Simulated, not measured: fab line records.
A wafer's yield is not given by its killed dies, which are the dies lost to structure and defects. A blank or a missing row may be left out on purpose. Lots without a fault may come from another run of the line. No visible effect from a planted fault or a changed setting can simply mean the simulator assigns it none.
Which tool was responsible? :: flow nand_harc :: Sampling: 24 lots, 72 wafers, 6 of 1302 route steps

== WHAT THE GAUGES READ, wafer by wafer ==
The record holds no reading of a measuring or inspecting step that can be judged against a usual standard deviation.

== WHICH TOOL RAN EACH LOT (tool, then ch and the chambers of the sampled wafers, then the start) ==
lot: L074
NHARC_P_GATE_DEGAS_109: pvd_sputter-01, day 5 17:01
NHARC_P_M0_CMP_23: cmp-03 ch 0,1,2, day 6 02:55
NHARC_P_M1_PRE_CLEAN_30: pvd_sputter-03, day 6 12:08 or earlier
NHARC_P_M2_PRE_CLEAN_32: pecvd-03 ch 0,1,2, day 6 12:08
NHARC_P_BONDPAD_DEP_00: pecvd-04 ch 0,2, day 6 12:37
NHARC_P_BONDPAD_DESCUM_11: rie_diel-01 ch 2,3, day 6 14:03

lot: L075
NHARC_P_GATE_DEGAS_109: pvd_sputter-01, day 6 06:58
NHARC_P_M0_CMP_23: cmp-04 ch 0,1,3, day 6 16:00
NHARC_P_M1_PRE_CLEAN_30: pvd_sputter-01, day 7 01:49 or earlier
NHARC_P_M2_PRE_CLEAN_32: pecvd-01 ch 0,1,2, day 7 01:49
NHARC_P_BONDPAD_DEP_00: pecvd-01 ch 0,2, day 7 03:35 or earlier
NHARC_P_BONDPAD_DESCUM_11: rie_diel-07 ch 0,1,2, day 7 03:35

lot: L076
NHARC_P_GATE_DEGAS_109: pvd_sputter-01, day 6 17:13
NHARC_P_M0_CMP_23: cmp-04 ch 0,3, day 7 03:56
NHARC_P_M1_PRE_CLEAN_30: pvd_sputter-01, day 7 12:56 or earlier
NHARC_P_M2_PRE_CLEAN_32: pecvd-01 ch 1,2, day 7 12:56
NHARC_P_BONDPAD_DEP_00: pecvd-03 ch 0,1,2, day 7 13:31
NHARC_P_BONDPAD_DESCUM_11: rie_diel-13 ch 0,1, day 7 14:44

lot: L077
NHARC_P_GATE_DEGAS_109: pvd_sputter-03, day 7 02:28
NHARC_P_M0_CMP_23: cmp-03 ch 1,2,3, day 7 11:34
NHARC_P_M1_PRE_CLEAN_30: pvd_sputter-01, day 7 20:26 or earlier
NHARC_P_M2_PRE_CLEAN_32: pecvd-03 ch 1,2, day 7 20:26
NHARC_P_BONDPAD_DEP_00: pecvd-04 ch 0,1,2, day 7 20:57
NHARC_P_BONDPAD_DESCUM_11: rie_diel-01 ch 1,3, day 7 22:13

lot: L079
NHARC_P_GATE_DEGAS_109: pvd_sputter-01, day 7 20:47
NHARC_P_M0_CMP_23: cmp-03 ch 1,2, day 8 05:55
NHARC_P_M1_PRE_CLEAN_30: pvd_sputter-01, day 8 14:55 or earlier
NHARC_P_M2_PRE_CLEAN_32: pecvd-04 ch 0,2, day 8 14:55
NHARC_P_BONDPAD_DEP_00: pecvd-01 ch 0,1,2, day 8 15:27
NHARC_P_BONDPAD_DESCUM_11: rie_diel-01 ch 0,3, day 8 16:50

lot: L078
NHARC_P_GATE_DEGAS_109: pvd_sputter-02, day 7 21:06
NHARC_P_M0_CMP_23: cmp-01 ch 0,1,3, day 8 06:15
NHARC_P_M1_PRE_CLEAN_30: pvd_sputter-02, day 8 15:14 or earlier
NHARC_P_M2_PRE_CLEAN_32: pecvd-03 ch 0,2, day 8 15:14
NHARC_P_BONDPAD_DEP_00: pecvd-01 ch 0,2, day 8 15:43
NHARC_P_BONDPAD_DESCUM_11: rie_diel-13 ch 0,1,3, day 8 17:10

lot: L080
NHARC_P_GATE_DEGAS_109: pvd_sputter-03, day 8 14:29
NHARC_P_M0_CMP_23: cmp-01 ch 1,2, day 8 23:52
NHARC_P_M1_PRE_CLEAN_30: pvd_sputter-01, day 9 08:44 or earlier
NHARC_P_M2_PRE_CLEAN_32: pecvd-01 ch 0,1,2, day 9 08:44
NHARC_P_BONDPAD_DEP_00: pecvd-04 ch 0,1,2, day 9 09:14
NHARC_P_BONDPAD_DESCUM_11: rie_diel-13 ch 0,3, day 9 10:40

lot: L081
NHARC_P_GATE_DEGAS_109: pvd_sputter-02, day 8 20:16
NHARC_P_M0_CMP_23: cmp-01 ch 0,2,3, day 9 05:41
NHARC_P_M1_PRE_CLEAN_30: pvd_sputter-03, day 9 14:26 or earlier
NHARC_P_M2_PRE_CLEAN_32: pecvd-01 ch 0,1,2, day 9 14:26
NHARC_P_BONDPAD_DEP_00: pecvd-04 ch 0,1,2, day 9 14:55
NHARC_P_BONDPAD_DESCUM_11: rie_diel-13 ch 0,1,3, day 9 16:22

lot: L082
NHARC_P_GATE_DEGAS_109: pvd_sputter-02, day 9 03:08
NHARC_P_M0_CMP_23: cmp-01 ch 1,3, day 9 12:07
NHARC_P_M1_PRE_CLEAN_30: pvd_sputter-01, day 9 21:04 or earlier
NHARC_P_M2_PRE_CLEAN_32: pecvd-03 ch 0,2, day 9 21:04
NHARC_P_BONDPAD_DEP_00: pecvd-01 ch 1,2, day 9 21:36
NHARC_P_BONDPAD_DESCUM_11: rie_diel-01 ch 0,3, day 9 22:59

lot: L083
NHARC_P_GATE_DEGAS_109: pvd_sputter-03, day 9 13:17
NHARC_P_M0_CMP_23: cmp-03 ch 0,1,3, day 9 22:49
NHARC_P_M1_PRE_CLEAN_30: pvd_sputter-02, day 10 07:32 or earlier
NHARC_P_M2_PRE_CLEAN_32: pecvd-04 ch 0,1,2, day 10 07:32
NHARC_P_BONDPAD_DEP_00: pecvd-03 ch 0,2, day 10 08:05
NHARC_P_BONDPAD_DESCUM_11: rie_diel-01 ch 0,1,3, day 10 09:26

lot: L084
NHARC_P_GATE_DEGAS_109: pvd_sputter-02, day 10 07:02
NHARC_P_M0_CMP_23: cmp-04 ch 2,3, day 10 15:58
NHARC_P_M1_PRE_CLEAN_30: pvd_sputter-02, day 11 00:49 or earlier
NHARC_P_M2_PRE_CLEAN_32: pecvd-03 ch 0,1, day 11 00:49
NHARC_P_BONDPAD_DEP_00: pecvd-03 ch 0,1, day 11 02:44 or earlier
NHARC_P_BONDPAD_DESCUM_11: rie_diel-01 ch 0,2,3, day 11 02:44

lot: L085
NHARC_P_GATE_DEGAS_109: pvd_sputter-03, day 10 12:28
NHARC_P_M0_CMP_23: cmp-04 ch 0,1, day 10 21:17
NHARC_P_M1_PRE_CLEAN_30: pvd_sputter-03, day 11 06:14 or earlier
NHARC_P_M2_PRE_CLEAN_32: pecvd-04 ch 0,1,2, day 11 06:14
NHARC_P_BONDPAD_DEP_00: pecvd-01 ch 1,2, day 11 06:46
NHARC_P_BONDPAD_DESCUM_11: rie_diel-07 ch 1,2, day 11 08:10

lot: L086
NHARC_P_GATE_DEGAS_109: pvd_sputter-02, day 10 16:26
NHARC_P_M0_CMP_23: cmp-04 ch 1,2, day 11 01:13
NHARC_P_M1_PRE_CLEAN_30: pvd_sputter-03, day 11 10:22 or earlier
NHARC_P_M2_PRE_CLEAN_32: pecvd-04 ch 0,2, day 11 10:22
NHARC_P_BONDPAD_DEP_00: pecvd-03 ch 0,2, day 11 10:52
NHARC_P_BONDPAD_DESCUM_11: rie_diel-13 ch 0,1,3, day 11 12:19

lot: L087
NHARC_P_GATE_DEGAS_109: pvd_sputter-01, day 10 23:35
NHARC_P_M0_CMP_23: cmp-01 ch 0,2,3, day 11 08:41
NHARC_P_M1_PRE_CLEAN_30: pvd_sputter-01, day 11 17:17 or earlier
NHARC_P_M2_PRE_CLEAN_32: pecvd-03 ch 0,1,2, day 11 17:17
NHARC_P_BONDPAD_DEP_00: pecvd-01 ch 0,1,2, day 11 17:53
NHARC_P_BONDPAD_DESCUM_11: rie_diel-01 ch 0,1, day 11 19:11

lot: L089
NHARC_P_GATE_DEGAS_109: pvd_sputter-01, day 11 19:30
NHARC_P_M0_CMP_23: cmp-03 ch 0,2,3, day 12 04:25
NHARC_P_M1_PRE_CLEAN_30: pvd_sputter-01, day 12 13:14 or earlier
NHARC_P_M2_PRE_CLEAN_32: pecvd-03 ch 0,1,2, day 12 13:14
NHARC_P_BONDPAD_DEP_00: pecvd-01 ch 0,1,2, day 12 13:44
NHARC_P_BONDPAD_DESCUM_11: rie_diel-13 ch 0,1,2, day 12 15:10

lot: L088
NHARC_P_GATE_DEGAS_109: pvd_sputter-01, day 11 19:44
NHARC_P_M0_CMP_23: cmp-04 ch 0,1, day 12 05:11
NHARC_P_M1_PRE_CLEAN_30: pvd_sputter-02, day 12 14:03 or earlier
NHARC_P_M2_PRE_CLEAN_32: pecvd-03 ch 0,1, day 12 14:03
NHARC_P_BONDPAD_DEP_00: pecvd-01 ch 0,1,2, day 12 14:31
NHARC_P_BONDPAD_DESCUM_11: rie_diel-07 ch 1,2, day 12 15:57

lot: L090
NHARC_P_GATE_DEGAS_109: pvd_sputter-03, day 12 11:14
NHARC_P_M0_CMP_23: cmp-04 ch 1,2, day 12 20:19
NHARC_P_M1_PRE_CLEAN_30: pvd_sputter-03, day 13 05:08 or earlier
NHARC_P_M2_PRE_CLEAN_32: pecvd-01 ch 0,2, day 13 05:08
NHARC_P_BONDPAD_DEP_00: pecvd-03 ch 1,2, day 13 05:41
NHARC_P_BONDPAD_DESCUM_11: rie_diel-01 ch 1,2, day 13 07:04

lot: L091
NHARC_P_GATE_DEGAS_109: pvd_sputter-02, day 12 16:02
NHARC_P_M0_CMP_23: cmp-04 ch 1,2,3, day 13 04:22
NHARC_P_M1_PRE_CLEAN_30: pvd_sputter-02, day 13 13:12 or earlier
NHARC_P_M2_PRE_CLEAN_32: pecvd-04 ch 0,1, day 13 13:12
NHARC_P_BONDPAD_DEP_00: pecvd-01 ch 0,2, day 13 13:44
NHARC_P_BONDPAD_DESCUM_11: rie_diel-01 ch 0,2, day 13 15:01

lot: L092
NHARC_P_GATE_DEGAS_109: pvd_sputter-01, day 13 12:25
NHARC_P_M0_CMP_23: cmp-01 ch 0,1,2, day 13 21:17
NHARC_P_M1_PRE_CLEAN_30: pvd_sputter-03, day 14 06:07 or earlier
NHARC_P_M2_PRE_CLEAN_32: pecvd-04 ch 1,2, day 14 06:07
NHARC_P_BONDPAD_DEP_00: pecvd-04 ch 0,1,2, day 14 07:53 or earlier
NHARC_P_BONDPAD_DESCUM_11: rie_diel-01 ch 0,1, day 14 07:53

lot: L093
NHARC_P_GATE_DEGAS_109: pvd_sputter-02, day 13 13:11
NHARC_P_M0_CMP_23: cmp-01 ch 0,1,2, day 13 22:11
NHARC_P_M1_PRE_CLEAN_30: pvd_sputter-01, day 14 06:52 or earlier
NHARC_P_M2_PRE_CLEAN_32: pecvd-03 ch 1,2, day 14 06:52
NHARC_P_BONDPAD_DEP_00: pecvd-03 ch 0,1,2, day 14 08:46 or earlier
NHARC_P_BONDPAD_DESCUM_11: rie_diel-01 ch 0,2, day 14 08:46

lot: L094
NHARC_P_GATE_DEGAS_109: pvd_sputter-03, day 14 02:58
NHARC_P_M0_CMP_23: cmp-01 ch 2,3, day 14 12:35
NHARC_P_M1_PRE_CLEAN_30: pvd_sputter-01, day 14 21:22 or earlier
NHARC_P_M2_PRE_CLEAN_32: pecvd-01 ch 0,1, day 14 21:22
NHARC_P_BONDPAD_DEP_00: pecvd-03 ch 0,1,2, day 14 21:51
NHARC_P_BONDPAD_DESCUM_11: rie_diel-07 ch 1,2, day 14 23:18

lot: L095
NHARC_P_GATE_DEGAS_109: pvd_sputter-03, day 14 15:55
NHARC_P_M0_CMP_23: cmp-04 ch 0,2,3, day 15 00:56
NHARC_P_M1_PRE_CLEAN_30: pvd_sputter-01, day 15 10:06 or earlier
NHARC_P_M2_PRE_CLEAN_32: pecvd-03 ch 0,1, day 15 10:06
NHARC_P_BONDPAD_DEP_00: pecvd-03 ch 1,2, day 15 12:00 or earlier
NHARC_P_BONDPAD_DESCUM_11: rie_diel-01 ch 0,2,3, day 15 12:00

lot: L096
NHARC_P_GATE_DEGAS_109: pvd_sputter-03, day 15 00:50
NHARC_P_M0_CMP_23: cmp-03 ch 1,2,3, day 15 09:59
NHARC_P_M1_PRE_CLEAN_30: pvd_sputter-02, day 15 18:56 or earlier
NHARC_P_M2_PRE_CLEAN_32: pecvd-01 ch 0,1, day 15 18:56
NHARC_P_BONDPAD_DEP_00: pecvd-03 ch 0,1, day 15 19:29
NHARC_P_BONDPAD_DESCUM_11: rie_diel-01 ch 1,2,3, day 15 20:42

lot: L097
NHARC_P_GATE_DEGAS_109: pvd_sputter-01, day 15 09:01
NHARC_P_M0_CMP_23: cmp-03 ch 1,3, day 15 17:58
NHARC_P_M1_PRE_CLEAN_30: pvd_sputter-02, day 16 03:32 or earlier
NHARC_P_M2_PRE_CLEAN_32: pecvd-01 ch 1,2, day 16 03:32
NHARC_P_BONDPAD_DEP_00: pecvd-04 ch 0,1, day 16 04:04
NHARC_P_BONDPAD_DESCUM_11: rie_diel-13 ch 0,1,2, day 16 05:28
- NHARC_P_GATE_DEGAS_109: time 60 s.
- NHARC_P_M0_CMP_23: polishes, t overpolish 20 s, target thk 117.54 nm.
- NHARC_P_M1_PRE_CLEAN_30: time 30 s.
- NHARC_P_M2_PRE_CLEAN_32: time 12 s.
- NHARC_P_BONDPAD_DEP_00: deposits SiCN, target thk 250 nm.
- NHARC_P_BONDPAD_DESCUM_11: chemistry O2, time 3 s.

== AS READ BY THE TOOLS THEMSELVES (means over the sampled wafers that have a number; for cases with no such wafer, the mark the record gives instead) ==
NHARC_P_GATE_DEGAS_109.
lot: L074
tool: pvd_sputter-01
heater_power_w (W): 460

lot: L075
tool: pvd_sputter-01
heater_power_w (W): 442

lot: L076
tool: pvd_sputter-01
heater_power_w (W): 474

lot: L077
tool: pvd_sputter-03
heater_power_w (W): 497

lot: L079
tool: pvd_sputter-01
heater_power_w (W): 443

lot: L078
tool: pvd_sputter-02
heater_power_w (W): 480

lot: L080
tool: pvd_sputter-03
heater_power_w (W): 504

lot: L081
tool: pvd_sputter-02
heater_power_w (W): 462

lot: L082
tool: pvd_sputter-02
heater_power_w (W): 396

lot: L083
tool: pvd_sputter-03
heater_power_w (W): 476

lot: L084
tool: pvd_sputter-02
heater_power_w (W): 463

lot: L085
tool: pvd_sputter-03
heater_power_w (W): 446

lot: L086
tool: pvd_sputter-02
heater_power_w (W): 427

lot: L087
tool: pvd_sputter-01
heater_power_w (W): 446

lot: L089
tool: pvd_sputter-01
heater_power_w (W): 434

lot: L088
tool: pvd_sputter-01
heater_power_w (W): 431

lot: L090
tool: pvd_sputter-03
heater_power_w (W): 502

lot: L091
tool: pvd_sputter-02
heater_power_w (W): 458

lot: L092
tool: pvd_sputter-01
heater_power_w (W): 443

lot: L093
tool: pvd_sputter-02
heater_power_w (W): 473

lot: L094
tool: pvd_sputter-03
heater_power_w (W): 501

lot: L095
tool: pvd_sputter-03
heater_power_w (W): 510

lot: L096
tool: pvd_sputter-03
heater_power_w (W): 489

lot: L097
tool: pvd_sputter-01
heater_power_w (W): 450

NHARC_P_M0_CMP_23.
lot: L074
tool: cmp-03
edge_zone_pressure_frac: 1.002
motor_current_A (A): 12.5
slurry_flow_ml_min: 150.0
time_to_endpoint_s (s): 32

lot: L075
tool: cmp-04
edge_zone_pressure_frac: 0.998
motor_current_A (A): 11.9
slurry_flow_ml_min: 150.1
time_to_endpoint_s (s): 29

lot: L076
tool: cmp-04
edge_zone_pressure_frac: 1.000
motor_current_A (A): 11.1
slurry_flow_ml_min: 149.4
time_to_endpoint_s (s): 29

lot: L077
tool: cmp-03
edge_zone_pressure_frac: 0.996
motor_current_A (A): 11.5
slurry_flow_ml_min: 150.1
time_to_endpoint_s (s): 27

lot: L079
tool: cmp-03
edge_zone_pressure_frac: 0.997
motor_current_A (A): 12.1
slurry_flow_ml_min: 150.2
time_to_endpoint_s (s): 29

lot: L078
tool: cmp-01
edge_zone_pressure_frac: 1.005
motor_current_A (A): 12.7
slurry_flow_ml_min: 150.1
time_to_endpoint_s (s): 25

lot: L080
tool: cmp-01
edge_zone_pressure_frac: 0.993
motor_current_A (A): 13.4
slurry_flow_ml_min: 150.0
time_to_endpoint_s (s): 27

lot: L081
tool: cmp-01
edge_zone_pressure_frac: 0.998
motor_current_A (A): 12.7
slurry_flow_ml_min: 150.4
time_to_endpoint_s (s): 26

lot: L082
tool: cmp-01
edge_zone_pressure_frac: 1.000
motor_current_A (A): 13.1
slurry_flow_ml_min: 150.2
time_to_endpoint_s (s): 24

lot: L083
tool: cmp-03
edge_zone_pressure_frac: 1.008
motor_current_A (A): 12.3
slurry_flow_ml_min: 150.0
time_to_endpoint_s (s): 28

lot: L084
tool: cmp-04
edge_zone_pressure_frac: 0.994
motor_current_A (A): 12.6
slurry_flow_ml_min: 150.3
time_to_endpoint_s (s): 30

lot: L085
tool: cmp-04
edge_zone_pressure_frac: 1.007
motor_current_A (A): 11.3
slurry_flow_ml_min: 150.4
time_to_endpoint_s (s): 29

lot: L086
tool: cmp-04
edge_zone_pressure_frac: 0.996
motor_current_A (A): 13.2
slurry_flow_ml_min: 150.0
time_to_endpoint_s (s): 31

lot: L087
tool: cmp-01
edge_zone_pressure_frac: 0.997
motor_current_A (A): 12.5
slurry_flow_ml_min: 150.3
time_to_endpoint_s (s): 25

lot: L089
tool: cmp-03
edge_zone_pressure_frac: 1.004
motor_current_A (A): 12.0
slurry_flow_ml_min: 149.6
time_to_endpoint_s (s): 33

lot: L088
tool: cmp-04
edge_zone_pressure_frac: 0.999
motor_current_A (A): 11.3
slurry_flow_ml_min: 149.7
time_to_endpoint_s (s): 33

lot: L090
tool: cmp-04
edge_zone_pressure_frac: 0.998
motor_current_A (A): 12.1
slurry_flow_ml_min: 149.8
time_to_endpoint_s (s): 30

lot: L091
tool: cmp-04
edge_zone_pressure_frac: 1.001
motor_current_A (A): 12.5
slurry_flow_ml_min: 150.4
time_to_endpoint_s (s): 28

lot: L092
tool: cmp-01
edge_zone_pressure_frac: 0.997
motor_current_A (A): 12.5
slurry_flow_ml_min: 150.3
time_to_endpoint_s (s): 27

lot: L093
tool: cmp-01
edge_zone_pressure_frac: 0.997
motor_current_A (A): 12.1
slurry_flow_ml_min: 150.1
time_to_endpoint_s (s): 29

lot: L094
tool: cmp-01
edge_zone_pressure_frac: 0.995
motor_current_A (A): 13.0
slurry_flow_ml_min: 150.5
time_to_endpoint_s (s): 33

lot: L095
tool: cmp-04
edge_zone_pressure_frac: 1.000
motor_current_A (A): 12.5
slurry_flow_ml_min: 150.5
time_to_endpoint_s (s): 30

lot: L096
tool: cmp-03
edge_zone_pressure_frac: 1.002
motor_current_A (A): 11.5
slurry_flow_ml_min: 149.6
time_to_endpoint_s (s): 27

lot: L097
tool: cmp-03
edge_zone_pressure_frac: 0.999
motor_current_A (A): 11.7
slurry_flow_ml_min: 150.2
time_to_endpoint_s (s): 32

NHARC_P_M1_PRE_CLEAN_30.
lot: L074
tool: pvd_sputter-03
heater_power_w (W): 417

lot: L075
tool: pvd_sputter-01
heater_power_w (W): 407

lot: L076
tool: pvd_sputter-01
heater_power_w (W): 409

lot: L077
tool: pvd_sputter-01
heater_power_w (W): 365

lot: L079
tool: pvd_sputter-01
heater_power_w (W): 389

lot: L078
tool: pvd_sputter-02
heater_power_w (W): 433

lot: L080
tool: pvd_sputter-01
heater_power_w (W): 408

lot: L081
tool: pvd_sputter-03
heater_power_w (W): 426

lot: L082
tool: pvd_sputter-01
heater_power_w (W): 417

lot: L083
tool: pvd_sputter-02
heater_power_w (W): 414

lot: L084
tool: pvd_sputter-02
heater_power_w (W): 395

lot: L085
tool: pvd_sputter-03
heater_power_w (W): 414

lot: L086
tool: pvd_sputter-03
heater_power_w (W): 450

lot: L087
tool: pvd_sputter-01
heater_power_w (W): 377

lot: L089
tool: pvd_sputter-01
heater_power_w (W): 376

lot: L088
tool: pvd_sputter-02
heater_power_w (W): 387

lot: L090
tool: pvd_sputter-03
heater_power_w (W): 444

lot: L091
tool: pvd_sputter-02
heater_power_w (W): 414

lot: L092
tool: pvd_sputter-03
heater_power_w (W): 438

lot: L093
tool: pvd_sputter-01
heater_power_w (W): 388

lot: L094
tool: pvd_sputter-01
heater_power_w (W): 392

lot: L095
tool: pvd_sputter-01
heater_power_w (W): 406

lot: L096
tool: pvd_sputter-02
heater_power_w (W): 381

lot: L097
tool: pvd_sputter-02
heater_power_w (W): 393

NHARC_P_M2_PRE_CLEAN_32.
lot: L074
tool: pecvd-03
heater_power_w (W): 629

lot: L075
tool: pecvd-01
heater_power_w (W): 615

lot: L076
tool: pecvd-01
heater_power_w (W): 678

lot: L077
tool: pecvd-03
heater_power_w (W): 667

lot: L079
tool: pecvd-04
heater_power_w (W): 745

lot: L078
tool: pecvd-03
heater_power_w (W): 710

lot: L080
tool: pecvd-01
heater_power_w (W): 646

lot: L081
tool: pecvd-01
heater_power_w (W): 678

lot: L082
tool: pecvd-03
heater_power_w (W): 699

lot: L083
tool: pecvd-04
heater_power_w (W): 624

lot: L084
tool: pecvd-03
heater_power_w (W): 601

lot: L085
tool: pecvd-04
heater_power_w (W): 666

lot: L086
tool: pecvd-04
heater_power_w (W): 720

lot: L087
tool: pecvd-03
heater_power_w (W): 656

lot: L089
tool: pecvd-03
heater_power_w (W): 626

lot: L088
tool: pecvd-03
heater_power_w (W): 544

lot: L090
tool: pecvd-01
heater_power_w (W): 631

lot: L091
tool: pecvd-04
heater_power_w (W): 626

lot: L092
tool: pecvd-04
heater_power_w (W): 622

lot: L093
tool: pecvd-03
heater_power_w (W): 580

lot: L094
tool: pecvd-01
heater_power_w (W): 632

lot: L095
tool: pecvd-03
heater_power_w (W): 569

lot: L096
tool: pecvd-01
heater_power_w (W): 645

lot: L097
tool: pecvd-01
heater_power_w (W): 625

NHARC_P_BONDPAD_DEP_00.
lot: L074
tool: pecvd-04
chamber_pressure_Torr (Torr): 3.001
heater_power_w (W): 705

lot: L075
tool: pecvd-01
chamber_pressure_Torr (Torr): 2.992
heater_power_w (W): 586

lot: L076
tool: pecvd-03
chamber_pressure_Torr (Torr): 2.997
heater_power_w (W): 597

lot: L077
tool: pecvd-04
chamber_pressure_Torr (Torr): 2.998
heater_power_w (W): 534

lot: L079
tool: pecvd-01
chamber_pressure_Torr (Torr): 2.996
heater_power_w (W): 575

lot: L078
tool: pecvd-01
chamber_pressure_Torr (Torr): 3.001
heater_power_w (W): 597

lot: L080
tool: pecvd-04
chamber_pressure_Torr (Torr): 3.003
heater_power_w (W): 620

lot: L081
tool: pecvd-04
chamber_pressure_Torr (Torr): 3.004
heater_power_w (W): 635

lot: L082
tool: pecvd-01
chamber_pressure_Torr (Torr): 2.998
heater_power_w (W): 555

lot: L083
tool: pecvd-03
chamber_pressure_Torr (Torr): 3.003
heater_power_w (W): 621

lot: L084
tool: pecvd-03
chamber_pressure_Torr (Torr): 2.997
heater_power_w (W): 519

lot: L085
tool: pecvd-01
chamber_pressure_Torr (Torr): 3.003
heater_power_w (W): 552

lot: L086
tool: pecvd-03
chamber_pressure_Torr (Torr): 3.004
heater_power_w (W): 672

lot: L087
tool: pecvd-01
chamber_pressure_Torr (Torr): 3.000
heater_power_w (W): 574

lot: L089
tool: pecvd-01
chamber_pressure_Torr (Torr): 2.998
heater_power_w (W): 589

lot: L088
tool: pecvd-01
chamber_pressure_Torr (Torr): 3.000
heater_power_w (W): 601

lot: L090
tool: pecvd-03
chamber_pressure_Torr (Torr): 3.005
heater_power_w (W): 550

lot: L091
tool: pecvd-01
chamber_pressure_Torr (Torr): 3.001
heater_power_w (W): 642

lot: L092
tool: pecvd-04
chamber_pressure_Torr (Torr): 3.001
heater_power_w (W): 666

lot: L093
tool: pecvd-03
chamber_pressure_Torr (Torr): 3.005
heater_power_w (W): 549

lot: L094
tool: pecvd-03
chamber_pressure_Torr (Torr): 3.002
heater_power_w (W): 553

lot: L095
tool: pecvd-03
chamber_pressure_Torr (Torr): 3.002
heater_power_w (W): 534

lot: L096
tool: pecvd-03
chamber_pressure_Torr (Torr): 2.996
heater_power_w (W): 519

lot: L097
tool: pecvd-04
chamber_pressure_Torr (Torr): 2.998
heater_power_w (W): 550

NHARC_P_BONDPAD_DESCUM_11.
lot: L074
tool: rie_diel-01
drypump_motor_current_A (A): 5.4
oes_product_au (a.u.): 1.007
rf_vpp_V (V): 56.5
showerhead_plenum_p_Torr (Torr): 1.88
throttle_valve_pct (%): 11.306

lot: L075
tool: rie_diel-07
drypump_motor_current_A (A): 6.0
oes_product_au (a.u.): 0.984
rf_vpp_V (V): 57.6
showerhead_plenum_p_Torr (Torr): 1.94
throttle_valve_pct (%): 11.320

lot: L076
tool: rie_diel-13
drypump_motor_current_A (A): 5.0
oes_product_au (a.u.): 0.994
rf_vpp_V (V): 56.7
showerhead_plenum_p_Torr (Torr): 1.82
throttle_valve_pct (%): 11.320

lot: L077
tool: rie_diel-01
drypump_motor_current_A (A): 5.3
oes_product_au (a.u.): 0.997
rf_vpp_V (V): 56.9
showerhead_plenum_p_Torr (Torr): 1.82
throttle_valve_pct (%): 11.309

lot: L079
tool: rie_diel-01
drypump_motor_current_A (A): 5.2
oes_product_au (a.u.): 1.006
rf_vpp_V (V): 56.8
showerhead_plenum_p_Torr (Torr): 1.87
throttle_valve_pct (%): 11.310

lot: L078
tool: rie_diel-13
drypump_motor_current_A (A): 5.3
oes_product_au (a.u.): 0.992
rf_vpp_V (V): 57.8
showerhead_plenum_p_Torr (Torr): 1.90
throttle_valve_pct (%): 11.302

lot: L080
tool: rie_diel-13
drypump_motor_current_A (A): 5.6
oes_product_au (a.u.): 0.995
rf_vpp_V (V): 57.4
showerhead_plenum_p_Torr (Torr): 1.98
throttle_valve_pct (%): 11.308

lot: L081
tool: rie_diel-13
drypump_motor_current_A (A): 5.3
oes_product_au (a.u.): 0.990
rf_vpp_V (V): 56.6
showerhead_plenum_p_Torr (Torr): 1.90
throttle_valve_pct (%): 11.301

lot: L082
tool: rie_diel-01
drypump_motor_current_A (A): 5.2
oes_product_au (a.u.): 0.995
rf_vpp_V (V): 58.9
showerhead_plenum_p_Torr (Torr): 1.87
throttle_valve_pct (%): 11.308

lot: L083
tool: rie_diel-01
drypump_motor_current_A (A): 5.2
oes_product_au (a.u.): 1.000
rf_vpp_V (V): 58.5
showerhead_plenum_p_Torr (Torr): 1.84
throttle_valve_pct (%): 11.318

lot: L084
tool: rie_diel-01
drypump_motor_current_A (A): 5.4
oes_product_au (a.u.): 0.998
rf_vpp_V (V): 57.5
showerhead_plenum_p_Torr (Torr): 1.89
throttle_valve_pct (%): 11.310

lot: L085
tool: rie_diel-07
drypump_motor_current_A (A): 6.2
oes_product_au (a.u.): 0.995
rf_vpp_V (V): 57.5
showerhead_plenum_p_Torr (Torr): 1.93
throttle_valve_pct (%): 11.311

lot: L086
tool: rie_diel-13
drypump_motor_current_A (A): 5.3
oes_product_au (a.u.): 1.000
rf_vpp_V (V): 57.9
showerhead_plenum_p_Torr (Torr): 1.90
throttle_valve_pct (%): 11.300

lot: L087
tool: rie_diel-01
drypump_motor_current_A (A): 5.2
oes_product_au (a.u.): 0.996
rf_vpp_V (V): 57.5
showerhead_plenum_p_Torr (Torr): 1.82
throttle_valve_pct (%): 11.317

lot: L089
tool: rie_diel-13
drypump_motor_current_A (A): 5.1
oes_product_au (a.u.): 1.002
rf_vpp_V (V): 57.7
showerhead_plenum_p_Torr (Torr): 1.87
throttle_valve_pct (%): 11.315

lot: L088
tool: rie_diel-07
drypump_motor_current_A (A): 6.2
oes_product_au (a.u.): 0.996
rf_vpp_V (V): 58.0
showerhead_plenum_p_Torr (Torr): 1.93
throttle_valve_pct (%): 11.309

lot: L090
tool: rie_diel-01
drypump_motor_current_A (A): 5.3
oes_product_au (a.u.): 0.988
rf_vpp_V (V): 57.6
showerhead_plenum_p_Torr (Torr): 1.84
throttle_valve_pct (%): 11.315

lot: L091
tool: rie_diel-01
drypump_motor_current_A (A): 5.3
oes_product_au (a.u.): 0.999
rf_vpp_V (V): 57.8
showerhead_plenum_p_Torr (Torr): 1.91
throttle_valve_pct (%): 11.308

lot: L092
tool: rie_diel-01
drypump_motor_current_A (A): 5.1
oes_product_au (a.u.): 1.004
rf_vpp_V (V): 56.9
showerhead_plenum_p_Torr (Torr): 1.86
throttle_valve_pct (%): 11.308

lot: L093
tool: rie_diel-01
drypump_motor_current_A (A): 5.5
oes_product_au (a.u.): 0.993
rf_vpp_V (V): 57.2
showerhead_plenum_p_Torr (Torr): 1.93
throttle_valve_pct (%): 11.310

lot: L094
tool: rie_diel-07
drypump_motor_current_A (A): 6.0
oes_product_au (a.u.): 1.000
rf_vpp_V (V): 56.7
showerhead_plenum_p_Torr (Torr): 1.88
throttle_valve_pct (%): 11.302

lot: L095
tool: rie_diel-01
drypump_motor_current_A (A): 5.4
oes_product_au (a.u.): 0.998
rf_vpp_V (V): 57.6
showerhead_plenum_p_Torr (Torr): 1.89
throttle_valve_pct (%): 11.310

lot: L096
tool: rie_diel-01
drypump_motor_current_A (A): 5.4
oes_product_au (a.u.): 0.993
rf_vpp_V (V): 57.4
showerhead_plenum_p_Torr (Torr): 1.86
throttle_valve_pct (%): 11.310

lot: L097
tool: rie_diel-13
drypump_motor_current_A (A): 5.1
oes_product_au (a.u.): 1.003
rf_vpp_V (V): 58.4
showerhead_plenum_p_Torr (Torr): 1.87
throttle_valve_pct (%): 11.315

== THE ANSWER, worked out from the rows above alone ==
Rule: the usual values come from the lots themselves. Put in order of their means at a reading, lots are off if they are a third of the lots or fewer, leave a main group of 4 or more, and stand apart from it by a gap of 3 or more times the standard deviation of the main group's means; of several such gaps the widest counts. Not used: any main group whose means are identical at the precision the tables above print for the reading. A lot without any number at a reading at which 4 lots or more have one is off too. The other lots that the step has rows for count as sound. The gauges are gone through in route order, then the tools' own readings, and for those a lot's mean is taken as printed above. The first step at which some lot is off is used, and at that step the reading that is off furthest; a lot without a number counts as furthest.
No lot is off at any reading shown: from this, nothing can be told.

== WHAT THE SIMULATOR PUT IN ==
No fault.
